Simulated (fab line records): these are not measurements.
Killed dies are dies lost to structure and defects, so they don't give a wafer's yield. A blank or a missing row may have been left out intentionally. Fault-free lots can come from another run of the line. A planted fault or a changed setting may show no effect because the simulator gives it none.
Struck lot and sound lot, side by side | flow nand_harc | 18 out of 1302 route steps
Sound: these wafers, L809.1, L809.2, L809.5. Wafers struck: L813.1, L813.4, L813.5. At the end, the cause is stated.
At each step with rows: each side's tool, then ch and its chambers, then its first start. Under that, the readings that differ: sound wafers | struck wafers | difference of the means | sigmas: that difference in standard deviations of wafers without a fault.
alike: same words and numbers on both sides, and readings whose means sit less than 2 such deviations apart. not compared: any withheld reading, any reading some wafer has no value for, any bound like >300 that may hide the same value, and any number with overlapping values for which the record gives no deviation.
Wherever a step has rows on one side only, a row that says differs or no value, or a row with sigmas, the two part there. Numbers that have no deviation but don't overlap get no sigmas and don't part them. A reading missing from all wafers of one side parts the sides only when that side holds two or more wafers.

first, 1 step without rows for these wafers: NHARC_P_ZERO_WELL_HARDBAKE_12 (time 65 s).
NHARC_P_ZERO_WELL_DESCUM_13: chemistry O2, time 3 s.
  sound on rie_diel-13 ch 0,1,3, day 7 07:47; struck on rie_diel-02 ch 0,1,2, day 8 23:25
  alike: drypump_motor_current_A, oes_product_au, rf_vpp_V, showerhead_plenum_p_Torr, throttle_valve_pct
  not compared: rf_hours_counter_h
NHARC_P_ZERO_WELL_ETCH_65: etches the open film in N2/H2, target depth 80 nm, overetch 24 nm, time 87.88 s.
  sound on rie_diel-13 ch 0,3, day 7 07:52; struck on rie_diel-02 ch 1,2, day 8 23:31
  alike: drypump_motor_current_A, oes_product_au, rf_fwd_power_W, rf_vpp_V, showerhead_plenum_p_Torr, throttle_valve_pct
  not compared: rf_hours_counter_h
NHARC_P_ZERO_WELL_ETCH_62: etches the open film in CHF3/Ar, target depth 13 nm, time 6.5 s.
  sound: rie_diel-13 ch 0,1; struck: rie_diel-02 ch 0,2
  reading                         | sound          | struck         | difference | sigmas
  showerhead_plenum_p_Torr (Torr) | 2.43 2.45 2.43 | 2.25 2.25 2.19 | -0.21      | -2
  alike: drypump_motor_current_A, oes_product_au, rf_fwd_power_W, rf_vpp_V, throttle_valve_pct
  not compared: rf_hours_counter_h
NHARC_P_ZERO_WELL_ETCH_63: etches the open film in HBr/Cl2, target depth 120 nm, time 40.1 s.
  sound on rie_si-01 ch 1,2,3, day 7 08:04; struck on rie_si-03 ch 0,2, day 8 23:41
  alike: drypump_motor_current_A, oes_product_au, rf_fwd_power_W, throttle_valve_pct
  not compared: rf_hours_counter_h
then, 7 steps without rows for these wafers: NHARC_P_ZERO_WELL_STRIP_15 (strips in SPM, time 900 s); NHARC_P_ZERO_WELL_DEHYDRATE_16 (time 120 s); NHARC_P_ZERO_WELL_HMDS_17 (time 30 s); NHARC_P_ZERO_WELL_COAT_18; NHARC_P_ZERO_WELL_SOFTBAKE_19 (time 95 s); NHARC_P_ZERO_WELL_EBR_20; NHARC_P_ZERO_WELL_EXPOSE_21 (exposes mask P NWELL, target cd 720 nm).
NHARC_P_ZERO_WELL_PEB_22: peb time 85 s.
  sound on litho_track-03 ch 0, day 7 08:52; struck on litho_track-03 ch 0, day 9 00:32
  reading                  | sound                | struck               | difference | sigmas
  heater_power_total_W (W) | 163.76 164.32 163.82 | 180.29 180.59 179.49 | +16.16     | +58
  plate_temp_C (C)         | 117.90 118.06 118.03 | 126.93 126.86 126.83 | +8.88      | +68
then, 1 step without rows for these wafers: NHARC_P_ZERO_WELL_DEVELOP_23 (time 70 s).
NHARC_P_ZERO_WELL_CD_MEAS_24: target cd 720 nm.
  sound on cd_sem-01 ch 0, day 7 08:58; struck on cd_sem-01 ch 0
  reading    | sound             | struck            | difference | sigmas
  cd_nm (nm) | 715.4 718.0 714.1 | 726.8 728.8 728.4 | +12.2      | +7
  not compared: hold
NHARC_P_ZERO_WELL_DESCUM_26: chemistry O2, time 3 s.
  sound on rie_diel-13 ch 0,1, day 7 09:07; struck on rie_diel-09 ch 1,2, day 9 02:50
  reading                      | sound             | struck            | difference | sigmas
  model.P_ZERO_WELL.cd_nm (nm) | 715.5 718.2 714.1 | 727.1 728.6 728.2 | +12.0      |
  alike: drypump_motor_current_A, oes_product_au, rf_vpp_V, showerhead_plenum_p_Torr, throttle_valve_pct
  not compared: rf_hours_counter_h
after that, 1 step had no rows for these wafers: NHARC_P_ZERO_WELL_IMPLANT_27.
NHARC_END_SORT_01:
  the record has rows for the sound wafers here (prober-01 ch 0, day 30 14:54) and none for the struck ones

## WHERE THEY PART
Last at NHARC_END_SORT_01 as far as this record goes, first at NHARC_P_ZERO_WELL_ETCH_62.

WHY: what had been put in by the simulator
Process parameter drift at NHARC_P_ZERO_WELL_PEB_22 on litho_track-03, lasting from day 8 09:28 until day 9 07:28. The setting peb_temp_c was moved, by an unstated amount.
